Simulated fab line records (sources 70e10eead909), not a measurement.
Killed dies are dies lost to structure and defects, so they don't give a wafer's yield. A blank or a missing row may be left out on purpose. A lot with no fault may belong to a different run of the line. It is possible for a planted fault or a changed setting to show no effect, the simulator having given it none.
fab line records :: flow nandHarc
record:
  lots: 14
  wafers: 42
  lastDay: 24
route steps=1159 shown A_M1@1049 A_BONDPAD@1086 END@1159
lots untouched by any fault: they come from a run of this same line in which no faults occurred
startH: hours from the record's first day to the start of the lot's first wafer shown :: waitH: how many hours have passed since the lot's step before this one :: " identical to the entry in the row above :: L1.1+2: one row covering several wafers at once :: - no value present, or no start provided :: * or withheld: withheld :: < > ~ a bound
route shown NAME@n: NAME is a module with steps in the file, n the number in the route of the first one :: usual: mean/standard deviation taken from wafers without a fault :: same: alike in all rows :: chamber/n: place in a boat :: sites: the reading at each site :: _std_site: the values' standard deviation :: _edge_site: the outer-site mean with the inner-site mean subtracted :: radiusMm: how far each site lies from the wafer's centre :: mask NAME#n: copy n :: behind: tool/chamber where the wafer was last shaped :: hold: reason for holding the lot/hours on hold/outcome of the hold :: device: names the non-switching transistor (n, p or np) :: end of line: the route-end tests of the same wafers :: where a step has no rows: the recipe by itself :: killed: dies lost to structure and defects at the first sort, not the wafer's yield :: map: shows each die of a wafer: x if killed, . if not, _ if none is there
set.NAME: the setting as run; set.NAME@STEP: as run at that earlier step :: model.NAME: the simulator's own value behind a step, which no gauge read
the route's steps for a sample of lots (tables are steps, rows are wafers)
services: the hour from which a tool's chamber was out of use, counted from the record's first day as startH (under 0 if before that day), plus the number of hours and why
== steps ==
step: NHARC_A_M1_PVD_21
recipe:
  targetThkA: 300
  chamberPressurePa: 5
  powerW: 5000
  substrateTempC: 30
  timeS: 20.49
  material: Cu
usual:
  cathodeDcPowerW: 5000.1/0.85
  substrateTempC: 30.01/0.1
  throttleValvePct: 29.9/0.85
lot.wafer: L507.3
tool: pvdSputter-02
chamber: -
startH: -
waitH: -
cathodeDcPowerW: 4999.3
substrateTempC: 30.00
throttleValvePct: 30.2

lot.wafer: L507.2
tool: pvdSputter-02
chamber: -
startH: -
waitH: -
cathodeDcPowerW: 5000.8
substrateTempC: 30.08
throttleValvePct: 29.3

lot.wafer: L507.6
tool: pvdSputter-02
chamber: -
startH: -
waitH: -
cathodeDcPowerW: 4999.5
substrateTempC: 29.94
throttleValvePct: 30.0

lot.wafer: L506.3
tool: pvdSputter-03
chamber: -
startH: -
waitH: -
cathodeDcPowerW: 5000.7
substrateTempC: 30.09
throttleValvePct: 29.8

lot.wafer: L506.1
tool: pvdSputter-03
chamber: -
startH: -
waitH: -
cathodeDcPowerW: 5000.2
substrateTempC: 29.98
throttleValvePct: 29.9

lot.wafer: L506.5
tool: pvdSputter-03
chamber: -
startH: -
waitH: -
cathodeDcPowerW: 4999.9
substrateTempC: 29.94
throttleValvePct: 29.0

lot.wafer: L510.2
tool: pvdSputter-01
chamber: -
startH: -
waitH: -
cathodeDcPowerW: 4998.9
substrateTempC: 30.06
throttleValvePct: 29.6

lot.wafer: L510.5
tool: pvdSputter-01
chamber: -
startH: -
waitH: -
cathodeDcPowerW: 4999.8
substrateTempC: 30.15
throttleValvePct: 31.1

lot.wafer: L510.6
tool: pvdSputter-01
chamber: -
startH: -
waitH: -
cathodeDcPowerW: 5000.4
substrateTempC: 30.13
throttleValvePct: 30.1

lot.wafer: L508.2
tool: pvdSputter-02
chamber: -
startH: -
waitH: -
cathodeDcPowerW: 4999.1
substrateTempC: 29.97
throttleValvePct: 29.1

lot.wafer: L508.1
tool: pvdSputter-02
chamber: -
startH: -
waitH: -
cathodeDcPowerW: 4998.6
substrateTempC: 29.84
throttleValvePct: 29.0

lot.wafer: L508.5
tool: pvdSputter-02
chamber: -
startH: -
waitH: -
cathodeDcPowerW: 5000.4
substrateTempC: 30.07
throttleValvePct: 29.2

lot.wafer: L509.3
tool: pvdSputter-03
chamber: -
startH: -
waitH: -
cathodeDcPowerW: 4999.6
substrateTempC: 30.07
throttleValvePct: 29.8

lot.wafer: L509.4
tool: pvdSputter-03
chamber: -
startH: -
waitH: -
cathodeDcPowerW: 4999.0
substrateTempC: 29.91
throttleValvePct: 30.1

lot.wafer: L509.5
tool: pvdSputter-03
chamber: -
startH: -
waitH: -
cathodeDcPowerW: 5000.2
substrateTempC: 30.06
throttleValvePct: 29.6

lot.wafer: L511.4
tool: pvdSputter-02
chamber: -
startH: -
waitH: -
cathodeDcPowerW: 5000.4
substrateTempC: 30.14
throttleValvePct: 30.3

lot.wafer: L511.1
tool: pvdSputter-02
chamber: -
startH: -
waitH: -
cathodeDcPowerW: 4999.9
substrateTempC: 30.05
throttleValvePct: 32.3

lot.wafer: L511.6
tool: pvdSputter-02
chamber: -
startH: -
waitH: -
cathodeDcPowerW: 4999.9
substrateTempC: 30.11
throttleValvePct: 29.2

lot.wafer: L512.1
tool: pvdSputter-02
chamber: -
startH: -
waitH: -
cathodeDcPowerW: 4999.1
substrateTempC: 29.92
throttleValvePct: 29.1

lot.wafer: L512.2
tool: pvdSputter-02
chamber: -
startH: -
waitH: -
cathodeDcPowerW: 4999.7
substrateTempC: 30.06
throttleValvePct: 32.2

lot.wafer: L512.6
tool: pvdSputter-02
chamber: -
startH: -
waitH: -
cathodeDcPowerW: 4999.3
substrateTempC: 30.03
throttleValvePct: 30.4

lot.wafer: L513.3
tool: pvdSputter-02
chamber: -
startH: -
waitH: -
cathodeDcPowerW: 4999.7
substrateTempC: 30.01
throttleValvePct: 29.4

lot.wafer: L513.1
tool: pvdSputter-02
chamber: -
startH: -
waitH: -
cathodeDcPowerW: 5000.0
substrateTempC: 30.18
throttleValvePct: 30.2

lot.wafer: L513.6
tool: pvdSputter-02
chamber: -
startH: -
waitH: -
cathodeDcPowerW: 5000.6
substrateTempC: 29.98
throttleValvePct: 32.0

lot.wafer: L517.1
tool: pvdSputter-03
chamber: -
startH: -
waitH: -
cathodeDcPowerW: 4999.2
substrateTempC: 29.96
throttleValvePct: 28.7

lot.wafer: L517.4
tool: pvdSputter-03
chamber: -
startH: -
waitH: -
cathodeDcPowerW: 5000.5
substrateTempC: 29.99
throttleValvePct: 30.0

lot.wafer: L517.3
tool: pvdSputter-03
chamber: -
startH: -
waitH: -
cathodeDcPowerW: 4997.9
substrateTempC: 30.00
throttleValvePct: 29.5

lot.wafer: L519.2
tool: pvdSputter-03
chamber: -
startH: -
waitH: -
cathodeDcPowerW: 5001.1
substrateTempC: 29.78
throttleValvePct: 29.7

lot.wafer: L519.1
tool: pvdSputter-03
chamber: -
startH: -
waitH: -
cathodeDcPowerW: 5001.2
substrateTempC: 30.00
throttleValvePct: 29.8

lot.wafer: L519.3
tool: pvdSputter-03
chamber: -
startH: -
waitH: -
cathodeDcPowerW: 5001.3
substrateTempC: 30.04
throttleValvePct: 29.0

lot.wafer: L520.2
tool: pvdSputter-01
chamber: -
startH: -
waitH: -
cathodeDcPowerW: 5000.3
substrateTempC: 30.19
throttleValvePct: 30.1

lot.wafer: L520.6
tool: pvdSputter-01
chamber: -
startH: -
waitH: -
cathodeDcPowerW: 5001.1
substrateTempC: 30.11
throttleValvePct: 29.4

lot.wafer: L520.5
tool: pvdSputter-01
chamber: -
startH: -
waitH: -
cathodeDcPowerW: 5002.1
substrateTempC: 29.91
throttleValvePct: 31.0

lot.wafer: L522.4
tool: pvdSputter-01
chamber: -
startH: -
waitH: -
cathodeDcPowerW: 4999.9
substrateTempC: 30.09
throttleValvePct: 30.4

lot.wafer: L522.2
tool: pvdSputter-01
chamber: -
startH: -
waitH: -
cathodeDcPowerW: 5000.4
substrateTempC: 30.08
throttleValvePct: 30.0

lot.wafer: L522.1
tool: pvdSputter-01
chamber: -
startH: -
waitH: -
cathodeDcPowerW: 4998.9
substrateTempC: 30.07
throttleValvePct: 29.4

lot.wafer: L526.3
tool: pvdSputter-02
chamber: -
startH: -
waitH: -
cathodeDcPowerW: 5000.5
substrateTempC: 30.05
throttleValvePct: 29.4

lot.wafer: L526.1
tool: pvdSputter-02
chamber: -
startH: -
waitH: -
cathodeDcPowerW: 4999.8
substrateTempC: 30.30
throttleValvePct: 32.3

lot.wafer: L526.5
tool: pvdSputter-02
chamber: -
startH: -
waitH: -
cathodeDcPowerW: 5001.5
substrateTempC: 29.96
throttleValvePct: 29.5

lot.wafer: L528.1
tool: pvdSputter-01
chamber: -
startH: -
waitH: -
cathodeDcPowerW: 4999.9
substrateTempC: 29.94
throttleValvePct: 29.7

lot.wafer: L528.4
tool: pvdSputter-01
chamber: -
startH: -
waitH: -
cathodeDcPowerW: 5000.2
substrateTempC: 29.99
throttleValvePct: 30.0

lot.wafer: L528.5
tool: pvdSputter-01
chamber: -
startH: -
waitH: -
cathodeDcPowerW: 4999.1
substrateTempC: 30.22
throttleValvePct: 29.7
step: NHARC_A_M1_ANNEAL_31
recipe:
  tempC: 225
  timeS: 90
usual:
  wafer_temp_C_max: 226.28/0.28
lot.wafer: L507.2
tool: rtpAnneal-01
chamber: 0
startH: 406.74
waitH: 0.4
wafer_temp_C_max: 226.44

lot.wafer: L507.3
tool: rtpAnneal-01
chamber: 0
startH: 406.74
waitH: 0.4
wafer_temp_C_max: 226.58

lot.wafer: L507.6
tool: rtpAnneal-01
chamber: 0
startH: 406.74
waitH: 0.4
wafer_temp_C_max: 226.05

lot.wafer: L506.1
tool: rtpAnneal-02
chamber: 0
startH: 407.93
waitH: 0.3
wafer_temp_C_max: 226.57

lot.wafer: L506.3
tool: rtpAnneal-02
chamber: 0
startH: 407.93
waitH: 0.3
wafer_temp_C_max: 226.29

lot.wafer: L506.5
tool: rtpAnneal-02
chamber: 0
startH: 407.93
waitH: 0.3
wafer_temp_C_max: 226.46

lot.wafer: L510.2
tool: rtpAnneal-02
chamber: 0
startH: 411.10
waitH: -
wafer_temp_C_max: 226.63

lot.wafer: L510.5
tool: rtpAnneal-02
chamber: 0
startH: 411.10
waitH: -
wafer_temp_C_max: 225.91

lot.wafer: L510.6
tool: rtpAnneal-02
chamber: 0
startH: 411.10
waitH: -
wafer_temp_C_max: 226.26

lot.wafer: L508.1
tool: rtpAnneal-01
chamber: 0
startH: 411.85
waitH: -
wafer_temp_C_max: 226.07

lot.wafer: L508.2
tool: rtpAnneal-01
chamber: 0
startH: 411.85
waitH: -
wafer_temp_C_max: 226.40

lot.wafer: L508.5
tool: rtpAnneal-01
chamber: 0
startH: 411.85
waitH: -
wafer_temp_C_max: 226.07

lot.wafer: L509.3
tool: rtpAnneal-01
chamber: 0
startH: 412.55
waitH: 0.3
wafer_temp_C_max: 226.43

lot.wafer: L509.4
tool: rtpAnneal-01
chamber: 0
startH: 412.55
waitH: 0.3
wafer_temp_C_max: 226.02

lot.wafer: L509.5
tool: rtpAnneal-01
chamber: 0
startH: 412.55
waitH: 0.3
wafer_temp_C_max: 226.15

lot.wafer: L511.1
tool: rtpAnneal-01
chamber: 0
startH: 429.57
waitH: -
wafer_temp_C_max: 226.14

lot.wafer: L511.4
tool: rtpAnneal-01
chamber: 0
startH: 429.57
waitH: -
wafer_temp_C_max: 225.91

lot.wafer: L511.6
tool: rtpAnneal-01
chamber: 0
startH: 429.57
waitH: -
wafer_temp_C_max: 226.35

lot.wafer: L512.1
tool: rtpAnneal-02
chamber: 0
startH: 442.14
waitH: -
wafer_temp_C_max: 226.16

lot.wafer: L512.2
tool: rtpAnneal-02
chamber: 0
startH: 442.14
waitH: -
wafer_temp_C_max: 226.14

lot.wafer: L512.6
tool: rtpAnneal-02
chamber: 0
startH: 442.14
waitH: -
wafer_temp_C_max: 226.83

lot.wafer: L513.1
tool: rtpAnneal-02
chamber: 0
startH: 452.47
waitH: -
wafer_temp_C_max: 226.22

lot.wafer: L513.3
tool: rtpAnneal-02
chamber: 0
startH: 452.47
waitH: -
wafer_temp_C_max: 226.53

lot.wafer: L513.6
tool: rtpAnneal-02
chamber: 0
startH: 452.47
waitH: -
wafer_temp_C_max: 226.23

lot.wafer: L517.1
tool: rtpAnneal-01
chamber: 0
startH: 469.10
waitH: -
wafer_temp_C_max: 226.42

lot.wafer: L517.3
tool: rtpAnneal-01
chamber: 0
startH: 469.10
waitH: -
wafer_temp_C_max: 225.98

lot.wafer: L517.4
tool: rtpAnneal-01
chamber: 0
startH: 469.10
waitH: -
wafer_temp_C_max: 226.13

lot.wafer: L519.1
tool: rtpAnneal-01
chamber: 0
startH: 474.75
waitH: -
wafer_temp_C_max: 226.10

lot.wafer: L519.2
tool: rtpAnneal-01
chamber: 0
startH: 474.75
waitH: -
wafer_temp_C_max: 226.30

lot.wafer: L519.3
tool: rtpAnneal-01
chamber: 0
startH: 474.75
waitH: -
wafer_temp_C_max: 226.04

lot.wafer: L520.2
tool: rtpAnneal-01
chamber: 0
startH: 488.54
waitH: 0.4
wafer_temp_C_max: 225.97

lot.wafer: L520.5
tool: rtpAnneal-01
chamber: 0
startH: 488.54
waitH: 0.4
wafer_temp_C_max: 226.62

lot.wafer: L520.6
tool: rtpAnneal-01
chamber: 0
startH: 488.54
waitH: 0.4
wafer_temp_C_max: 226.25

lot.wafer: L522.1
tool: rtpAnneal-02
chamber: 0
startH: 497.16
waitH: 0.4
wafer_temp_C_max: 226.25

lot.wafer: L522.2
tool: rtpAnneal-02
chamber: 0
startH: 497.16
waitH: 0.4
wafer_temp_C_max: 226.21

lot.wafer: L522.4
tool: rtpAnneal-02
chamber: 0
startH: 497.16
waitH: 0.4
wafer_temp_C_max: 226.15

lot.wafer: L526.1
tool: rtpAnneal-01
chamber: 0
startH: 511.52
waitH: 0.4
wafer_temp_C_max: 225.59

lot.wafer: L526.3
tool: rtpAnneal-01
chamber: 0
startH: 511.52
waitH: 0.4
wafer_temp_C_max: 226.21

lot.wafer: L526.5
tool: rtpAnneal-01
chamber: 0
startH: 511.52
waitH: 0.4
wafer_temp_C_max: 226.23

lot.wafer: L528.1
tool: rtpAnneal-02
chamber: 0
startH: 532.59
waitH: -
wafer_temp_C_max: 226.81

lot.wafer: L528.4
tool: rtpAnneal-02
chamber: 0
startH: 532.59
waitH: -
wafer_temp_C_max: 226.47

lot.wafer: L528.5
tool: rtpAnneal-02
chamber: 0
startH: 532.59
waitH: -
wafer_temp_C_max: 226.15
step: NHARC_A_BONDPAD_ECD_18
recipe:
  targetThkA: 4000
  bathTempC: 25
  material: Cu
usual:
  bathTempC: 25.01/0.11
lot.wafer: L507.2
tool: ecdCu-02
chamber: 0
startH: 410.98
waitH: -
bathTempC: 24.98

lot.wafer: L507.3
tool: ecdCu-02
chamber: 0
startH: 410.98
waitH: -
bathTempC: 24.98

lot.wafer: L507.6
tool: ecdCu-02
chamber: 1
startH: 410.98
waitH: -
bathTempC: 24.85

lot.wafer: L506.1
tool: ecdCu-02
chamber: 1
startH: 412.42
waitH: -
bathTempC: 24.91

lot.wafer: L506.3
tool: ecdCu-02
chamber: 1
startH: 412.42
waitH: -
bathTempC: 24.93

lot.wafer: L506.5
tool: ecdCu-02
chamber: 0
startH: 412.42
waitH: -
bathTempC: 24.98

lot.wafer: L510.2
tool: ecdCu-01
chamber: 1
startH: 419.28
waitH: -
bathTempC: 24.81

lot.wafer: L510.5
tool: ecdCu-01
chamber: 0
startH: 419.28
waitH: -
bathTempC: 25.11

lot.wafer: L510.6
tool: ecdCu-01
chamber: 1
startH: 419.28
waitH: -
bathTempC: 24.85

lot.wafer: L508.2
tool: ecdCu-01
chamber: 1
startH: 420.66
waitH: -
bathTempC: 25.20

lot.wafer: L508.1
tool: ecdCu-01
chamber: 0
startH: 420.66
waitH: -
bathTempC: 24.95

lot.wafer: L508.5
tool: ecdCu-01
chamber: 0
startH: 420.66
waitH: -
bathTempC: 25.07

lot.wafer: L509.3
tool: ecdCu-02
chamber: 1
startH: 420.87
waitH: -
bathTempC: 25.05

lot.wafer: L509.4
tool: ecdCu-02
chamber: 0
startH: 420.87
waitH: -
bathTempC: 24.90

lot.wafer: L509.5
tool: ecdCu-02
chamber: 0
startH: 420.87
waitH: -
bathTempC: 24.87

lot.wafer: L511.1
tool: ecdCu-01
chamber: 1
startH: 434.25
waitH: -
bathTempC: 25.05

lot.wafer: L511.4
tool: ecdCu-01
chamber: 1
startH: 434.25
waitH: -
bathTempC: 25.13

lot.wafer: L511.6
tool: ecdCu-01
chamber: 0
startH: 434.25
waitH: -
bathTempC: 25.08

lot.wafer: L512.1
tool: ecdCu-01
chamber: 0
startH: 446.57
waitH: -
bathTempC: 24.93

lot.wafer: L512.2
tool: ecdCu-01
chamber: 1
startH: 446.57
waitH: -
bathTempC: 24.88

lot.wafer: L512.6
tool: ecdCu-01
chamber: 1
startH: 446.57
waitH: -
bathTempC: 24.82

lot.wafer: L513.1
tool: ecdCu-02
chamber: 1
startH: 457.23
waitH: -
bathTempC: 25.09

lot.wafer: L513.3
tool: ecdCu-02
chamber: 0
startH: 457.23
waitH: -
bathTempC: 25.15

lot.wafer: L513.6
tool: ecdCu-02
chamber: 1
startH: 457.23
waitH: -
bathTempC: 25.03

lot.wafer: L517.1
tool: ecdCu-02
chamber: 0
startH: 473.42
waitH: -
bathTempC: 25.19

lot.wafer: L517.3
tool: ecdCu-02
chamber: 1
startH: 473.42
waitH: -
bathTempC: 24.95

lot.wafer: L517.4
tool: ecdCu-02
chamber: 0
startH: 473.42
waitH: -
bathTempC: 25.04

lot.wafer: L519.2
tool: ecdCu-01
chamber: 1
startH: 479.03
waitH: -
bathTempC: 25.08

lot.wafer: L519.1
tool: ecdCu-01
chamber: 0
startH: 479.03
waitH: -
bathTempC: 25.01

lot.wafer: L519.3
tool: ecdCu-01
chamber: 1
startH: 479.03
waitH: -
bathTempC: 25.03

lot.wafer: L520.2
tool: ecdCu-02
chamber: 1
startH: 492.65
waitH: -
bathTempC: 25.13

lot.wafer: L520.5
tool: ecdCu-02
chamber: 1
startH: 492.65
waitH: -
bathTempC: 25.16

lot.wafer: L520.6
tool: ecdCu-02
chamber: 0
startH: 492.65
waitH: -
bathTempC: 25.04

lot.wafer: L522.1
tool: ecdCu-01
chamber: 0
startH: 501.44
waitH: -
bathTempC: 24.79

lot.wafer: L522.2
tool: ecdCu-01
chamber: 1
startH: 501.44
waitH: -
bathTempC: 25.02

lot.wafer: L522.4
tool: ecdCu-01
chamber: 1
startH: 501.44
waitH: -
bathTempC: 25.17

lot.wafer: L526.1
tool: ecdCu-01
chamber: 0
startH: 515.69
waitH: -
bathTempC: 24.90

lot.wafer: L526.3
tool: ecdCu-01
chamber: 0
startH: 515.69
waitH: -
bathTempC: 24.99

lot.wafer: L526.5
tool: ecdCu-01
chamber: 1
startH: 515.69
waitH: -
bathTempC: 25.03

lot.wafer: L528.1
tool: ecdCu-01
chamber: 1
startH: 536.87
waitH: -
bathTempC: 25.15

lot.wafer: L528.4
tool: ecdCu-01
chamber: 0
startH: 536.87
waitH: -
bathTempC: 25.26

lot.wafer: L528.5
tool: ecdCu-01
chamber: 1
startH: 536.87
waitH: -
bathTempC: 25.06
step: NHARC_END_SORT_01
recipe:
  tempC: 25
usual:
  defectLimitedYield: 95.2/1.6
  killedAtArray: 28/11
  killedAtOther: 0.8/1.3
  killedAtPeriphery: 3.6/2.5
  killedDies: 32/11
  killedOpen: 3.0/1.8
  killedShort: 2.0/1.5
  sort_bin_2_pct: 1.5/0.66
  sort_bin_3_pct: 0.25/0.23
  sort_bin_4_pct: 3.0/1.1
  sortNPass: 645/11
  sortRimYieldPct: 96.0/2.9
  sortYieldPct: 95.2/1.6
same:
  grossDies: 677
  sort_bin_5_pct[%]: 0
  sort_bin_6_pct[%]: 0
  sort_bin_7_pct[%]: 0
  sort_bin_8_pct[%]: 0
  sortRimNGross: 106.00
lot.wafer: L508.1
tool: prober-01
chamber: 0
startH: 477.38
waitH: 2.5
defectLimitedYield[%]: 98.4
killedAtArray: 9
killedAtOther: 0
killedAtPeriphery: 2
killedDies: 11
killedOpen: 2
killedShort: 1
sort_bin_2_pct[%]: 0.7
sort_bin_3_pct[%]: 0
sort_bin_4_pct[%]: 0.9
sortNPass: 666
sortRimYieldPct[%]: 98.1
sortYieldPct[%]: 98.4

lot.wafer: L508.2
tool: prober-01
chamber: 0
startH: 478.19
waitH: 2.8
defectLimitedYield[%]: 95.9
killedAtArray: 23
killedAtOther: 0
killedAtPeriphery: 5
killedDies: 28
killedOpen: 4
killedShort: 3
sort_bin_2_pct[%]: 1.3
sort_bin_3_pct[%]: 0
sort_bin_4_pct[%]: 2.8
sortNPass: 649
sortRimYieldPct[%]: 97.2
sortYieldPct[%]: 95.9

lot.wafer: L508.5
tool: prober-01
chamber: 0
startH: 480.63
waitH: 3.8
defectLimitedYield[%]: 95.9
killedAtArray: 25
killedAtOther: 0
killedAtPeriphery: 3
killedDies: 28
killedOpen: 3
killedShort: 3
sort_bin_2_pct[%]: 1.3
sort_bin_3_pct[%]: 0.15
sort_bin_4_pct[%]: 2.7
sortNPass: 649
sortRimYieldPct[%]: 92.5
sortYieldPct[%]: 95.9

lot.wafer: L526.1
tool: prober-01
chamber: 0
startH: 547.87
waitH: 2.5
defectLimitedYield[%]: 0
killedAtArray: 672
killedAtOther: 2
killedAtPeriphery: 3
killedDies: 677
killedOpen: 2
killedShort: 2
sort_bin_2_pct[%]: 95.1
sort_bin_3_pct[%]: 0.89
sort_bin_4_pct[%]: 4.0
sortNPass: 0
sortRimYieldPct[%]: 0
sortYieldPct[%]: 0

lot.wafer: L526.3
tool: prober-01
chamber: 0
startH: 549.47
waitH: 3.1
defectLimitedYield[%]: 94.8
killedAtArray: 33
killedAtOther: 1
killedAtPeriphery: 1
killedDies: 35
killedOpen: 1
killedShort: 2
sort_bin_2_pct[%]: 1.9
sort_bin_3_pct[%]: 0
sort_bin_4_pct[%]: 3.2
sortNPass: 642
sortRimYieldPct[%]: 98.1
sortYieldPct[%]: 94.8

lot.wafer: L526.5
tool: prober-01
chamber: 0
startH: 551.07
waitH: 3.7
defectLimitedYield[%]: 94.2
killedAtArray: 36
killedAtOther: 2
killedAtPeriphery: 1
killedDies: 39
killedOpen: 0
killedShort: 2
sort_bin_2_pct[%]: 2.1
sort_bin_3_pct[%]: 0.30
sort_bin_4_pct[%]: 3.4
sortNPass: 638
sortRimYieldPct[%]: 96.2
sortYieldPct[%]: 94.2

lot.wafer: L528.1
tool: prober-01
chamber: 0
startH: 570.12
waitH: 2.5
defectLimitedYield[%]: 0.1
killedAtArray: 674
killedAtOther: 0
killedAtPeriphery: 2
killedDies: 676
killedOpen: 4
killedShort: 3
sort_bin_2_pct[%]: 96.2
sort_bin_3_pct[%]: 0.44
sort_bin_4_pct[%]: 3.2
sortNPass: 1
sortRimYieldPct[%]: 0.9
sortYieldPct[%]: 0.1

lot.wafer: L528.4
tool: prober-01
chamber: 0
startH: 572.51
waitH: 3.4
defectLimitedYield[%]: 96.9
killedAtArray: 17
killedAtOther: 0
killedAtPeriphery: 4
killedDies: 21
killedOpen: 4
killedShort: 2
sort_bin_2_pct[%]: 1.5
sort_bin_3_pct[%]: 0.15
sort_bin_4_pct[%]: 1.5
sortNPass: 656
sortRimYieldPct[%]: 98.1
sortYieldPct[%]: 96.9

lot.wafer: L528.5
tool: prober-01
chamber: 0
startH: 573.31
waitH: 3.7
defectLimitedYield[%]: 95.7
killedAtArray: 26
killedAtOther: 0
killedAtPeriphery: 3
killedDies: 29
killedOpen: 8
killedShort: 0
sort_bin_2_pct[%]: 1.0
sort_bin_3_pct[%]: 0.59
sort_bin_4_pct[%]: 2.7
sortNPass: 648
sortRimYieldPct[%]: 94.3
sortYieldPct[%]: 95.7
killed by level:class
L508.1 A_CHANNEL_HOLE_D1:chamberFilmFlake=5 A_SLIT:chamberFilmFlake=3 P_M0:geometricParticle:open=1 P_M0:geometricParticle:short=1 A_WL_FILL:geometricParticle:open=1
L508.2 A_CHANNEL_HOLE_D1:chamberFilmFlake=13 P_CONTACT:geometricParticle:open=3 A_WL_FILL:geometricParticle:short=2 A_CONTACT:chamberFilmFlake=2 A_ONON_D1:geometricParticle:short=1 A_CHANNEL_FILL_D1:geometricParticle:open=1 P_ZERO_WELL:chamberFilmFlake=1 P_M1:chamberFilmFlake=1
L508.5 A_CHANNEL_HOLE_D1:chamberFilmFlake=13 A_STAIRCASE:chamberFilmFlake=4 A_WL_FILL:geometricParticle:short=2 P_M0:geometricParticle:short=1 A_CHANNEL_FILL_D1:geometricParticle:open=1 A_CONTACT:geometricParticle:open=1 A_M0:geometricParticle:open=1 P_STI:chamberFilmFlake=1
L526.1 A_BONDPAD:areaEcd=631 A_SLIT:chamberFilmFlake=25 A_CHANNEL_HOLE_D1:chamberFilmFlake=7 A_STAIRCASE:chamberFilmFlake=3 A_CONTACT:chamberFilmFlake=3 P_GATE:chamberFilmFlake=2 THIN_TSV:chamberFilmFlake=2 P_M2:geometricParticle:open=1
L526.3 A_SLIT:chamberFilmFlake=20 A_CHANNEL_HOLE_D1:chamberFilmFlake=8 A_CHANNEL_FILL_D1:geometricParticle:short=1 A_WL_FILL:geometricParticle:short=1 A_M0:geometricParticle:open=1 P_GATE:chamberFilmFlake=1 A_STAIRCASE:chamberFilmFlake=1 A_CONTACT:chamberFilmFlake=1
L526.5 A_SLIT:chamberFilmFlake=16 A_CHANNEL_HOLE_D1:chamberFilmFlake=11 A_CONTACT:chamberFilmFlake=5 THIN_TSV:chamberFilmFlake=2 A_WL_FILL:geometricParticle:short=1 A_M0:geometricParticle:short=1 P_GATE:chamberFilmFlake=1 A_STAIRCASE:chamberFilmFlake=1
L528.1 A_BONDPAD:areaEcd=643 A_CHANNEL_HOLE_D1:chamberFilmFlake=10 A_ZERO_WELL:chamberFilmFlake=6 A_CONTACT:chamberFilmFlake=4 A_STAIRCASE:chamberFilmFlake=3 A_ONON_D1:geometricParticle:short=1 A_ONON_D1:geometricParticle:open=1 A_CHANNEL_HOLE_D1:geometricParticle:open=1
L528.4 A_CHANNEL_HOLE_D1:chamberFilmFlake=5 A_STAIRCASE:chamberFilmFlake=5 A_CONTACT:chamberFilmFlake=4 A_M0:geometricParticle:open=2 P_STI:geometricParticle:short=1 P_CONTACT:geometricParticle:open=1 P_M1:geometricParticle:short=1 A_CONTACT:geometricParticle:open=1
L528.5 A_CHANNEL_HOLE_D1:chamberFilmFlake=10 A_CONTACT:chamberFilmFlake=5 A_CHANNEL_FILL_D1:geometricParticle:open=3 P_GATE:chamberFilmFlake=3 A_CHANNEL_HOLE_D1:geometricParticle:open=2 A_STAIRCASE:chamberFilmFlake=2 A_SLIT:geometricParticle:open=1 A_WL_FILL:geometricParticle:open=1
== services ==
tool: pvdSputter-02
chamber: -
startH: 392.00
hours: 10.0
kind: pm

tool: ecdCu-01
chamber: -
startH: 450.02
hours: 8.0
kind: pm

tool: pvdSputter-03
chamber: -
startH: 458.08
hours: 10.0
kind: pm

tool: ecdCu-02
chamber: -
startH: 476.99
hours: 0.3
kind: repair

tool: pvdSputter-02
chamber: -
startH: 477.55
hours: 1.4
kind: repair

tool: ecdCu-02
chamber: -
startH: 500.73
hours: 2.0
kind: repair

tool: pvdSputter-01
chamber: -
startH: 514.00
hours: 10.0
kind: pm

tool: ecdCu-02
chamber: -
startH: 532.51
hours: 8.0
kind: pm
== key ==
firstSign:
  step: NHARC_END_SORT_01
  reading: sort_bin_2_pct
  direction: up
  sigmas: 99+
  usual: 1.5
  struck: 95.6
effect:
  step: NHARC_END_SORT_01
  reading: killedAtArray
  direction: up
  sigmas: 61
  usual: 28
  struck: 673
moreKillsBornAt:
  NHARC_A_BONDPAD_ECD_18@ecdCu-01: 1274
metAt NHARC_A_BONDPAD_ECD_18
struckLots L526,L528
struckWafers L526.1,L528.1
laterRowsLeftOut L526.1,L528.1
notActingAt NHARC_A_M1_PVD_21,NHARC_A_M1_ANNEAL_31
onsetBetween 501.44 515.69
fault:
  kind: processParameterDrift
  tool: ecdCu-01
  chamber: -
  onsetH: 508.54
  steps: NHARC_A_BONDPAD_ECD_18
  channel: targetThkA
  offset: *
  shape: step
  endH: 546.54
  scope: struckWafersOnly
  actsIn: *
  stated: *
laterRowsLeftOut: the simulator's readings of these wafers behind a module that went badly wrong aren't trusted and aren't shown, but for the sort
